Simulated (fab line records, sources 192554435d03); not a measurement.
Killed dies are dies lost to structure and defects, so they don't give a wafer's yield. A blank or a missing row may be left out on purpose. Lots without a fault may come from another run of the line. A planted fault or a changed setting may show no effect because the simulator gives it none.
A struck lot beside a sound one | flow n5_finfet | 37 steps out of a route of 1938
Sound: wafers L166.2, L166.4, L166.6. Struck: wafers L160.1, L160.5, L160.6. The cause comes at the end.
At each step with rows: each side's tool, then ch and its chambers, then its first start. Under that, the readings that differ: sound wafers | struck wafers | difference of the means | sigmas: that difference in standard deviations of wafers without a fault.
alike: readings whose means differ by less than 2 such deviations, and words and numbers that are the same on both sides. not compared: withheld readings, readings that some wafer has no value for, bounds like >300 that may hide the same value, and numbers for which the record gives no deviation and whose values overlap.
The two part at a step that has a row with sigmas, a row that says differs or no value, or rows on one side only. Numbers that don't overlap but have no deviation are shown without sigmas and don't part them. A reading that every wafer of one side lacks parts them only if that side has two wafers or more.

first, 9 steps without rows for these wafers: N5_HKMG_FIN_SOFTBAKE_44 (time 60 s); N5_HKMG_FIN_EXPOSE_46 (exposes mask NDIPOLE); N5_HKMG_FIN_PEB_47 (peb time 60 s); N5_HKMG_FIN_DEVELOP_48 (develop time 30 s); N5_HKMG_FIN_DESCUM_53 (chemistry O2, time 7.9 s); N5_HKMG_FIN_ETCH_54 (etches SiARC in CF4, target depth 45.5 nm, time 75.8 s); N5_HKMG_FIN_ETCH_55 (etches SOC in N2/H2, target depth 240 nm, time 300 s); N5_HKMG_FIN_STRIP_56 (strips in N2/H2); N5_HKMG_FIN_STRIP_57 (strips in CF4).
N5_HKMG_FIN_ETCH_58: etches SOC in N2/H2, target depth 215.8 nm, time 741 s.
  sound on rie_diel-04 ch 0,2, day 9 13:14; struck on rie_diel-03 ch 0,2, day 7 23:02
  reading                                   | sound             | struck            | difference | sigmas
  oes_product_au (a.u.)                     | 0.94 0.97 0.98    | 0.68 0.86 0.69    | -0.22      | -2
  run_length_s (s)                          | 764.8 763.1 763.2 | 636.2 635.8 636.1 | -127.7     | -99 or more
  throttle_valve_pct (%)                    | 17.3 17.5 17.5    | 18.4 18.0 18.4    | +0.8       | +3
  model.SOC_of_HKMG_FIN_COAT_41.thk_nm (nm) | 82.4 80 78.6      | 127.6 121.8 126.4 | +44.9      |
  model.HKMG_FIN.feature_depth_nm (nm)      | 217.4 220.2 221.2 | 173.4 179.4 174.6 | -43.8      |
  model.etch.depth_nm (nm)                  | 217.4 220.1 221.2 | 173.3 179.4 174.6 | -43.8      |
  alike: drypump_motor_current_A, rf_vpp_V, showerhead_plenum_p_Torr
  not compared: rf_hours_counter_h
N5_HKMG_FIN_STRIP_93: strips SOC in N2/H2, time 20 s.
  sound on rie_diel-04 ch 0,2, day 9 13:40; struck on rie_diel-03 ch 0,2, day 7 23:28
  reading                                   | sound          | struck            | difference | sigmas
  oes_product_au (a.u.)                     | 0.95 0.98 0.98 | 0.68 0.86 0.68    | -0.23      | -2
  throttle_valve_pct (%)                    | 18.5 18.7 18.7 | 19.6 19.4 19.6    | +0.9       | +3
  model.SOC_of_HKMG_FIN_COAT_41.thk_nm (nm) | 72 69.6 68     | 117.8 111.4 116.6 | +45.4      |
  alike: drypump_motor_current_A, rf_vpp_V, showerhead_plenum_p_Torr
  not compared: rf_hours_counter_h
then, 24 steps without rows for these wafers: N5_HKMG_FIN_WET_ETCH_76 (etches Al2O3 in dNH4OH, stops on La2O3, target depth 2.25 nm, rinse time 30 s); N5_HKMG_FIN_STRIP_60 (strips in N2/H2, time 360 s); N5_HKMG_FIN_WET_ETCH_77 (etches La2O3 in dHCl, stops on HfO2, target depth 2 nm); N5_HKMG_FIN_WET_ETCH_78 (etches Al2O3 in dNH4OH, stops on La2O3, target depth 4.5 nm, rinse time 30 s); N5_HKMG_FIN_ALD_79 (deposits TiN, target thk 1.5 nm, pulse time 1 s, purge time 3 s); N5_HKMG_FIN_CVD_62 (deposits a-Si from Si2H6, target thk 3 nm, time 20.8 s); N5_HKMG_FIN_RTA_80 (time 2 s); N5_HKMG_FIN_PRECLEAN_64 (cleans in dHF, time 30 s); N5_HKMG_FIN_WET_ETCH_65 (etches a-Si in TMAH, stops on TiN, time 49 s, target depth 3 nm); N5_HKMG_FIN_WET_ETCH_81 (etches TiN in SC1, stops on HfO2, time 57 s, target depth 6 nm); N5_HKMG_FIN_WET_ETCH_82 (etches La2O3 in dHCl, stops on HfO2, target depth 2 nm, rinse time 30 s); N5_HKMG_FIN_ALD_36 (deposits TiN, target thk 1 nm, pulse time 1 s, purge time 3 s); N5_HKMG_FIN_PWFM_ALD_03 (deposits TiN, target thk 2 nm, pulse time 1 s, purge time 3 s); N5_HKMG_FIN_COAT_29 (time 60 s, resist thk 300 nm); N5_HKMG_FIN_COAT_30 (time 60 s, resist thk 35 nm); N5_HKMG_FIN_COAT_06 (resist thk 90 nm); N5_HKMG_FIN_EBR_08; N5_HKMG_FIN_SOFTBAKE_07 (time 60 s); N5_HKMG_FIN_EXPOSE_09 (exposes mask NWFM); N5_HKMG_FIN_PEB_10 (peb time 60 s); N5_HKMG_FIN_DEVELOP_11 (develop time 30 s); N5_HKMG_FIN_DESCUM_17 (chemistry O2, time 7.9 s); N5_HKMG_FIN_ETCH_31 (etches SiARC in CF4, target depth 45.5 nm, time 75.8 s); N5_HKMG_FIN_ETCH_32 (etches SOC in N2/H2, target depth 240 nm, time 300 s).
-- the record jumps here: 4 days lie between the struck wafers' starts before and after (it left off in module HKMG_FIN and takes up again in module BEOL_M4, whose first step shown is number 1111 of the route) --
N5_BEOL_M4_RC_MEAS_101:
  sound on prober-02 ch 0, day 13 22:02; struck on prober-02 ch 0, day 12 08:45
  reading             | sound                      | struck                        | difference | sigmas
  IOFF_N (nA/um)      | 0.151 0.159 0.138          | 1.145 0.334 1.138             | +0.723     | +31
  IOFF_N_85C (nA/um)  | 3.0 3.1 2.8                | 16.4 5.8 16.2                 | +9.8       | +27
  IOFF_N_LIN (nA/um)  | 0.068 0.073 0.064          | 0.507 0.155 0.491             | +0.316     | +36
  IOFF_N_LONG (nA/um) | 5.33e-05 5.34e-05 5.37e-05 | 0.0002744 0.0001053 0.0002786 | +0.0001660 | +79
  VT_N (mV)           | 253.7 249.4 255.7          | 195.1 226.0 195.9             | -47.3      | -17
  VT_N_LONG (mV)      | 274.4 277.5 276.2          | 222.1 252.2 224.7             | -43.0      | -25
  alike: DIBL_N, DIBL_P, IOFF_P, ION_N, ION_P, SS_N, SS_P, VT_P
-- the record jumps here: 4 days lie between the struck wafers' starts before and after (it left off in module BEOL_M4 and takes up again in module PASSIVATION, whose first step shown is number 1936 of the route) --
N5_PASSIVATION_PROBE_49:
  sound on prober-01, day 18 20:22; struck on prober-02, day 16 14:44
  reading                | sound          | struck           | difference | sigmas
  sort_bin_4_leakage (%) | 0 0 0          | 92.03 1.44 91.19 | +61.55     |
  sort_n_pass            | 1097 1080 1091 | 0 1064 0         | -735       | -43
  sort_yield_pct (%)     | 93.0 91.5 92.5 | 0 90.2 0         | -62        | -44
  alike: defect_limited_yield, killed_at_M0_to_M3, killed_at_M4_up, killed_at_contacts, killed_at_front_end, killed_at_other, killed_dies, killed_open, killed_short, sort_bin_5_function, sort_bin_6_memory

WHERE THEY PART
First at N5_HKMG_FIN_ETCH_58; last, within this record, at N5_PASSIVATION_PROBE_49.

WHY: what the simulator had put in
Process parameter drift: rie_diel-03, from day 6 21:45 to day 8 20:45, at N5_HKMG_FIN_ETCH_58. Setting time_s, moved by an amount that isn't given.
